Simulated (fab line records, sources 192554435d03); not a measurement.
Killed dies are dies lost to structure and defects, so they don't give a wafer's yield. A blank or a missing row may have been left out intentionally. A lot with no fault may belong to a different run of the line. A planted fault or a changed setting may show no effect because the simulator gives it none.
fab line records	flow n5_finfet
record: lots: 14	wafers: 42	last_day: 17
route steps=1938 shown BEOL_M0_SAQP@688
lots untouched by any fault: they come from a run of this same line in which no faults occurred
start_h: the number of hours between the record's first day and the start of the first shown wafer of the lot	wait_h: hours from the lot's prior step to this one	" the same as in the row above	L1.1+2: a single row standing in for several wafers	- no value, or no start was given	* or withheld: withheld	< > ~ a bound
route shown NAME@n: a module of which the file shows steps, and the number in the route of the first	usual: mean/standard deviation taken from wafers without a fault	same: alike in all rows	chamber/n: place in a boat	sites: the reading at each site	_std_site: standard deviation across them	_edge_site: the outer-site mean with the inner-site mean subtracted	radius_mm: how far each site lies from the wafer's centre	mask NAME#n: copy n	behind: the last tool/chamber to shape the wafer	hold: why the lot was held/for how many hours/how that ended	device: names the non-switching transistor (n, p or np)	end of line: the route-end tests of the same wafers	a step with no rows: only its recipe	killed: dies lost to structure and defects at the first sort, not the wafer's yield	map: a wafer's dies, marking killed ones x, the rest . and places with no die _
set.NAME: the run value of the setting; set.NAME@STEP: its run value at that earlier step	model.NAME: the simulator's own value behind a step, which no gauge read
route steps across a sampled set of lots; one table per step, one row per wafer
services: the hour from which a tool's chamber was out of use, counted from the record's first day as start_h (under 0 if before that day), plus the number of hours and why
== steps ==
step: N5_BEOL_M0_SAQP_DEVELOP_39
recipe: develop_time_s: 30	developer: TMAH	resist: CAR-EUV	rinse_liquid: surfactant_rinse	dry: air_spin	dev_temp_c: 23
usual: chill_plate_temp_C: 22.99/0.12	develop_time_s: 30/0
lot.wafer	tool	chamber	start_h	wait_h	chill_plate_temp_C	develop_time_s
L345.3	litho_track-01	0	119.37	-	23.00	30
L345.5	"	0	"	"	23.11	30
L345.6	"	0	"	"	23.19	30
L346.1	litho_track-01	0	129.68	-	22.87	30
L346.4	"	0	"	"	23.06	30
L346.5	"	0	"	"	22.93	30
L348.1	litho_track-04	0	134.11	-	22.82	30
L348.2	"	0	"	"	22.99	30
L348.3	"	0	"	"	22.78	30
L350.1	litho_track-04	0	147.34	-	23.12	30
L350.2	"	0	"	"	23.29	30
L350.6	"	0	"	"	23.02	30
L352.3	litho_track-01	0	178.21	-	22.96	30
L352.4	"	0	"	"	22.99	30
L352.5	"	0	"	"	22.89	30
L354.1	litho_track-01	0	178.51	-	23.15	30
L354.3	"	0	"	"	23.06	30
L354.5	"	0	"	"	22.96	30
L353.1	litho_track-01	0	181.23	-	23.02	30
L353.3	"	0	"	"	23.21	30
L353.5	"	0	"	"	22.93	30
L355.2	litho_track-01	-	189.24	-	-	-
L355.4	"	-	"	"	-	-
L355.5	"	-	"	"	-	-
L356.2	litho_track-01	-	192.49	-	-	-
L356.4	"	-	"	"	-	-
L356.6	"	-	"	"	-	-
L361.1	litho_track-01	0	227.14	-	23.16	30
L361.2	"	0	"	"	23.10	30
L361.5	"	0	"	"	22.99	30
L362.1	litho_track-02	0	229.87	-	23.01	30
L362.4	"	0	"	"	22.90	30
L362.5	"	0	"	"	22.97	30
L364.2	litho_track-01	0	237.73	-	22.95	30
L364.3	"	0	"	"	23.06	30
L364.5	"	0	"	"	23.15	30
L365.2	litho_track-02	0	242.43	-	22.89	30
L365.4	"	0	"	"	23.00	30
L365.6	"	0	"	"	22.94	30
L366.1	litho_track-04	0	252.01	-	22.82	30
L366.2	"	0	"	"	22.91	30
L366.6	"	0	"	"	22.82	30
step: N5_BEOL_M0_SAQP_ETCH_88
recipe: chemistry: N2/H2	target: underlayer	target_depth_a: 65	time_s: 5.2	ion_energy_ev: 200	mask_material: CAR-EUV	pressure_mtorr: 30	source_w: 840	bias_w: 150	n2_flow_sccm: 200	h2_flow_sccm: 200	ends: cleared
usual: drypump_motor_current_A: 5.9/0.53	etch_rf_on_time_s: 5.24/0.1	oes_product_au: 0.68/0.068	rf_vpp_V: 524.5/2.8	showerhead_plenum_p_Torr: 2.56/0.09	throttle_valve_pct: 17.85/0.21
lot.wafer	tool	chamber	start_h	wait_h	drypump_motor_current_A	etch_rf_on_time_s	oes_product_au	rf_hours_counter_h	rf_vpp_V	showerhead_plenum_p_Torr	throttle_valve_pct
L345.3	rie_diel-02	2	119.58	0.0	5.1	5.36	0.70	69	523.1	2.48	17.66
L345.5	"	1	"	"	5.6	5.40	0.64	-	527.5	2.66	18.03
L345.6	"	3	"	"	6.6	5.43	0.57	-	525.2	2.60	17.82
L346.1	rie_diel-02	1	129.90	0.0	5.5	5.38	0.65	141	526.1	2.66	18.05
L346.4	"	1	"	"	5.6	5.38	0.64	-	529.3	2.66	18.05
L346.5	"	3	"	"	6.6	5.37	0.58	-	524.9	2.60	17.83
L348.1	rie_diel-02	2	134.33	0.0	5.1	5.36	0.68	74	523.1	2.47	17.69
L348.2	"	3	"	"	6.6	5.33	0.58	246	525.4	2.60	17.84
L348.3	"	1	"	"	5.5	5.42	0.63	143	527.4	2.66	18.06
L350.1	rie_diel-05	1	147.56	0.0	5.8	5.31	0.64	168	527.4	2.65	18.14
L350.2	"	3	"	"	5.8	5.32	0.58	242	519.8	2.40	18.17
L350.6	"	3	"	"	5.8	5.32	0.57	-	519.6	2.40	18.18
L352.3	rie_diel-06	0	178.83	0.0	5.7	5.11	0.73	42	527.6	2.59	17.58
L352.4	"	3	"	"	6.5	5.20	0.71	79	521.2	2.48	17.82
L352.5	"	2	"	"	6.5	5.26	0.65	-	525.2	2.53	17.82
L354.1	rie_diel-06	0	179.09	0.0	5.7	5.24	0.72	42	526.1	2.59	17.60
L354.3	"	2	"	"	6.5	5.29	0.65	150	522.8	2.53	17.83
L354.5	"	3	"	"	6.5	5.26	0.71	-	522.4	2.47	17.79
L353.1	rie_diel-06	3	181.45	0.0	6.5	5.21	0.71	80	520.9	2.47	17.82
L353.3	"	1	"	"	5.5	5.33	0.63	181	521.0	2.43	17.93
L353.5	"	1	"	"	5.5	5.33	0.62	-	522.2	2.43	17.92
L355.2	rie_diel-02	0	189.45	0.0	5.1	5.17	0.77	18	529.5	2.71	18.04
L355.4	"	1	"	"	5.6	5.34	0.63	-	526.3	2.65	18.08
L355.5	"	3	"	"	6.6	5.08	0.80	-	527.6	2.60	17.42
L356.2	rie_diel-06	0	192.77	0.0	5.7	5.18	0.73	46	527.5	2.59	17.61
L356.4	"	3	"	"	6.6	5.23	0.70	83	521.7	2.47	17.83
L356.6	"	2	"	"	6.5	5.30	0.65	-	524.5	2.53	17.84
L361.1	rie_diel-02	0	227.35	0.0	5.1	5.05	0.76	34	527.3	2.71	18.06
L361.2	"	1	"	"	5.6	5.27	0.62	178	526.0	2.64	18.10
L361.5	"	0	"	"	5.1	5.12	0.77	-	527.8	2.71	18.07
L362.1	rie_diel-02	0	230.09	0.0	5.1	5.12	0.76	35	526.6	2.71	18.07
L362.4	"	3	"	"	6.6	5.17	0.77	28	526.2	2.59	17.48
L362.5	"	3	"	"	6.6	5.07	0.76	-	526.0	2.59	17.48
L364.2	rie_diel-05	3	237.95	0.0	5.8	5.24	0.79	13	529.6	2.71	17.78
L364.3	"	2	"	"	5.4	5.15	0.62	199	523.6	2.53	18.31
L364.5	"	0	"	"	5.7	5.11	0.79	-	521.4	2.50	17.53
L365.2	rie_diel-06	0	242.65	0.0	5.7	5.21	0.71	60	526.2	2.59	17.64
L365.4	"	3	"	"	6.6	5.25	0.69	98	522.3	2.47	17.86
L365.6	"	1	"	"	5.5	5.34	0.62	-	520.5	2.42	17.95
L366.1	rie_diel-06	3	252.23	0.0	6.6	5.28	0.70	99	521.8	2.47	17.86
L366.2	"	2	"	"	6.5	5.27	0.64	172	524.8	2.53	17.84
L366.6	"	1	"	"	5.5	5.34	0.61	-	516.7	2.42	17.96
step: N5_BEOL_M0_SAQP_ETCH_49
recipe: chemistry: CF4/O2	target_depth_a: 370	target: SiO2	pressure_mtorr: 40	source_w: 535	bias_w: 49	Ar_flow_sccm: 100	cf4_flow_sccm: 100	O2_flow_sccm: 10	ion_energy_ev: 100
usual: cf4_flow_sccm: 100.0/0.32	drypump_motor_current_A: 5.8/0.49	oes_product_au: 0.81/0.087	rf_vpp_V: 239.8/1.8	showerhead_plenum_p_Torr: 2.23/0.074	throttle_valve_pct: 15.85/0.24
lot.wafer	tool	chamber	start_h	wait_h	cf4_flow_sccm	drypump_motor_current_A	oes_product_au	rf_hours_counter_h	rf_vpp_V	showerhead_plenum_p_Torr	throttle_valve_pct
L345.3	rie_diel-06	0	120.35	0.3	99.8	5.7	0.89	25	238.5	2.25	15.49
L345.5	"	0	"	"	100.1	5.7	0.90	-	240.0	2.25	15.47
L345.6	"	1	"	"	99.9	5.5	0.75	-	238.6	2.12	15.81
L346.1	rie_diel-06	2	130.68	0.3	100.0	6.5	0.78	136	243.2	2.21	15.93
L346.4	"	0	"	"	100.4	5.7	0.88	27	238.5	2.25	15.50
L346.5	"	2	"	"	100.0	6.5	0.78	-	240.1	2.21	15.96
L348.1	rie_diel-05	2	135.10	0.3	100.5	5.4	0.76	162	241.9	2.20	16.14
L348.2	"	3	"	"	99.9	5.7	0.67	237	237.0	2.10	16.15
L348.3	"	1	"	"	100.0	5.8	0.76	163	239.4	2.29	15.98
L350.1	rie_diel-02	2	148.38	0.3	100.0	5.1	0.82	80	239.5	2.14	15.70
L350.2	"	1	"	"	100.4	5.5	0.76	149	239.3	2.29	15.89
L350.6	"	0	"	"	99.6	5.1	0.97	-	238.2	2.35	15.96
L352.3	rie_diel-06	1	179.75	0.3	99.9	5.5	0.73	180	241.2	2.11	15.86
L352.4	"	2	"	"	100.2	6.6	0.76	151	241.7	2.21	15.97
L352.5	"	2	"	"	99.8	6.5	0.77	-	239.9	2.21	15.97
L354.1	rie_diel-06	1	180.25	0.3	99.7	5.5	0.73	180	240.4	2.11	15.86
L354.3	"	2	"	"	100.5	6.5	0.78	151	241.8	2.21	15.97
L354.5	"	3	"	"	100.6	6.6	0.83	-	236.7	2.14	15.81
L353.1	rie_diel-05	0	182.64	0.3	99.7	5.7	0.98	3	240.6	2.17	15.39
L353.3	"	2	"	"	99.7	5.4	0.74	180	242.3	2.19	16.18
L353.5	"	2	"	"	100.1	5.4	0.73	-	242.1	2.19	16.18
L355.2	rie_diel-05	0	190.62	0.3	99.8	5.6	0.97	5	240.8	2.17	15.40
L355.4	"	1	"	"	99.7	5.8	0.74	-	236.8	2.28	16.02
L355.5	"	0	"	"	100.0	5.6	0.97	-	242.2	2.17	15.38
L356.2	rie_diel-05	0	195.39	0.3	99.8	5.6	0.96	7	240.0	2.17	15.40
L356.4	"	1	"	"	100.2	5.9	0.74	-	238.3	2.28	16.03
L356.6	"	2	"	"	99.4	5.4	0.73	-	242.1	2.19	16.21
L361.1	rie_diel-02	0	228.86	0.4	100.3	5.1	0.89	34	236.7	2.34	16.03
L361.2	"	3	"	"	100.1	6.6	0.90	27	242.0	2.24	15.52
L361.5	"	3	"	"	100.3	6.6	0.91	-	241.1	2.24	15.52
L362.1	rie_diel-05	1	230.86	0.3	99.2	5.8	0.74	197	237.2	2.28	16.05
L362.4	"	2	"	"	100.9	5.4	0.73	197	241.6	2.19	16.21
L362.5	"	2	"	"	100.9	5.4	0.72	-	240.9	2.19	16.21
L364.2	rie_diel-05	2	239.62	0.3	100.3	5.4	0.73	199	242.0	2.19	16.22
L364.3	"	3	"	"	100.5	5.7	0.92	13	240.7	2.35	15.70
L364.5	"	0	"	"	99.9	5.7	0.92	-	241.5	2.16	15.44
L365.2	rie_diel-05	3	243.42	0.3	99.9	5.8	0.92	14	241.8	2.35	15.70
L365.4	"	1	"	"	100.1	5.8	0.73	200	237.3	2.28	16.06
L365.6	"	0	"	"	99.9	5.6	0.92	-	240.5	2.16	15.44
L366.1	rie_diel-02	1	253.01	0.3	100.0	5.5	0.74	185	237.8	2.28	15.94
L366.2	"	0	"	"	99.7	5.1	0.88	41	236.9	2.34	16.03
L366.6	"	0	"	"	99.9	5.1	0.87	-	238.7	2.34	16.05
step: N5_BEOL_M0_SAQP_STRIP_75
recipe: chemistry: CF4	resist: SiARC	power_w: 300	bias_power_w: 75	pressure_mtorr: 50	cf4_flow_sccm: 150	rf_frequency_hz: 6e+07
usual: cf4_flow_sccm: 150.1/0.45	drypump_motor_current_A: 5.8/0.49	oes_product_au: 0.188/0.019	rf_vpp_V: 271.5/1.5	showerhead_plenum_p_Torr: 1.81/0.06	throttle_valve_pct: 13.57/0.25
lot.wafer	tool	chamber	start_h	wait_h	cf4_flow_sccm	drypump_motor_current_A	oes_product_au	rf_hours_counter_h	rf_vpp_V	showerhead_plenum_p_Torr	throttle_valve_pct
L345.3	rie_diel-06	0	120.45	0.1	150.6	5.7	0.204	25	273.0	1.83	13.19
L345.5	"	0	"	"	149.6	5.7	0.204	-	270.4	1.83	13.19
L345.6	"	1	"	"	150.3	5.5	0.172	-	269.6	1.72	13.55
L346.1	rie_diel-06	2	130.78	0.1	150.1	6.5	0.184	136	270.5	1.80	13.66
L346.4	"	0	"	"	150.4	5.7	0.200	27	271.2	1.83	13.19
L346.5	"	2	"	"	149.9	6.5	0.183	-	272.1	1.80	13.66
L348.1	rie_diel-05	2	135.20	0.1	150.3	5.4	0.175	162	271.1	1.79	13.87
L348.2	"	3	"	"	150.3	5.7	0.152	237	270.1	1.71	13.92
L348.3	"	1	"	"	150.1	5.9	0.178	163	272.6	1.86	13.71
L350.1	rie_diel-02	2	148.48	0.1	149.7	5.0	0.183	80	269.7	1.74	13.43
L350.2	"	1	"	"	150.4	5.6	0.178	149	271.5	1.87	13.63
L350.6	"	0	"	"	150.5	5.1	0.225	-	273.6	1.91	13.63
L352.3	rie_diel-06	1	179.85	0.1	150.3	5.5	0.167	180	270.1	1.72	13.60
L352.4	"	2	"	"	149.3	6.5	0.179	151	271.9	1.80	13.70
L352.5	"	2	"	"	149.2	6.5	0.178	-	271.5	1.80	13.70
L354.1	rie_diel-06	1	180.35	0.1	149.4	5.5	0.171	180	269.2	1.72	13.58
L354.3	"	2	"	"	150.3	6.5	0.174	151	270.6	1.80	13.73
L354.5	"	3	"	"	150.3	6.5	0.196	-	270.3	1.75	13.54
L353.1	rie_diel-05	0	182.74	0.1	149.7	5.7	0.224	3	269.5	1.76	13.10
L353.3	"	2	"	"	150.1	5.4	0.166	180	271.2	1.78	13.91
L353.5	"	2	"	"	149.5	5.4	0.169	-	269.9	1.78	13.90
L355.2	rie_diel-05	0	190.72	0.1	150.0	5.7	0.222	5	270.6	1.76	13.11
L355.4	"	1	"	"	150.2	5.8	0.176	-	272.1	1.86	13.75
L355.5	"	0	"	"	150.5	5.6	0.216	-	269.8	1.76	13.10
L356.2	rie_diel-05	0	195.49	0.1	150.0	5.7	0.218	7	271.7	1.76	13.10
L356.4	"	1	"	"	149.8	5.8	0.175	-	273.6	1.86	13.76
L356.6	"	2	"	"	150.7	5.4	0.172	-	270.8	1.78	13.91
L361.1	rie_diel-02	0	228.96	0.1	150.5	5.1	0.202	34	273.4	1.90	13.70
L361.2	"	3	"	"	149.5	6.5	0.212	27	272.0	1.82	13.21
L361.5	"	3	"	"	150.0	6.6	0.200	-	273.1	1.82	13.23
L362.1	rie_diel-05	1	230.96	0.1	150.0	5.9	0.176	197	272.1	1.85	13.77
L362.4	"	2	"	"	150.3	5.4	0.170	197	269.7	1.78	13.96
L362.5	"	2	"	"	149.5	5.4	0.172	-	271.5	1.78	13.96
L364.2	rie_diel-05	2	239.72	0.1	150.3	5.4	0.162	199	270.3	1.78	13.97
L364.3	"	3	"	"	150.3	5.8	0.211	13	273.5	1.91	13.42
L364.5	"	0	"	"	150.0	5.6	0.210	-	271.5	1.76	13.14
L365.2	rie_diel-05	3	243.52	0.1	150.4	5.7	0.208	14	273.0	1.91	13.41
L365.4	"	1	"	"	149.9	5.8	0.171	200	270.6	1.85	13.79
L365.6	"	0	"	"	150.2	5.6	0.210	-	269.8	1.76	13.14
L366.1	rie_diel-02	1	253.11	0.1	149.7	5.5	0.170	185	271.1	1.85	13.72
L366.2	"	0	"	"	149.9	5.1	0.199	41	273.4	1.90	13.71
L366.6	"	0	"	"	149.6	5.1	0.194	-	272.9	1.90	13.72
== services ==
tool	chamber	start_h	hours	kind
rie_diel-06	1	113.05	1.8	repair
rie_diel-02	2	113.09	5.5	repair
rie_diel-02	3	114.85	2.7	repair
rie_diel-02	0	118.74	-	clean
rie_diel-02	0	118.74	-	consumable_replace:focus_ring
rie_diel-02	0	118.74	-	consumable_replace:showerhead
rie_diel-02	0	118.74	18.6	scheduled_down
rie_diel-02	0	118.74	18.6	vent_cycle
rie_diel-05	0	134.07	5.7	repair
rie_diel-02	3	143.56	-	clean
rie_diel-02	3	143.56	-	consumable_replace:focus_ring
rie_diel-02	3	143.56	16.6	scheduled_down
rie_diel-02	3	143.56	16.6	vent_cycle
rie_diel-05	0	159.98	-	clean
rie_diel-05	0	159.98	-	consumable_replace:focus_ring
rie_diel-05	0	159.98	15.6	scheduled_down
rie_diel-05	0	159.98	15.6	vent_cycle
rie_diel-05	3	175.58	-	clean
rie_diel-05	3	175.58	-	consumable_replace:focus_ring
rie_diel-05	3	175.58	-	consumable_replace:showerhead
rie_diel-05	3	175.58	22.7	scheduled_down
rie_diel-05	3	175.58	22.7	vent_cycle
rie_diel-02	2	187.47	42.2	repair
rie_diel-05	-	197.43	0.5	repair
== key ==
first_sign: step: N5_BEOL_M0_SAQP_DEVELOP_39	reading: tool_record	direction: missing
effect none on later readings
met_at N5_BEOL_M0_SAQP_DEVELOP_39
struck_lots L355,L356
later_rows_left_out L355.2,L355.4,L355.5,L356.2,L356.4,L356.6
sort_left_out L355.2,L355.4,L355.5,L356.2,L356.4,L356.6
not_acting_at N5_BEOL_M0_SAQP_ETCH_88,N5_BEOL_M0_SAQP_ETCH_49,N5_BEOL_M0_SAQP_STRIP_75
onset_between 181.23 189.24
fault: kind: skipped_step_whole	tool: litho_track-01	chamber: -	onset_h: 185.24	steps: N5_BEOL_M0_SAQP_DEVELOP_39	scope: struck_lots_only
sort_left_out: the simulated sort isn't trusted on such a fault, so these wafers' sort isn't shown, and their yield isn't known
later_rows_left_out: the simulator's readings of these wafers behind a module that went badly wrong aren't trusted and aren't shown, but for the sort
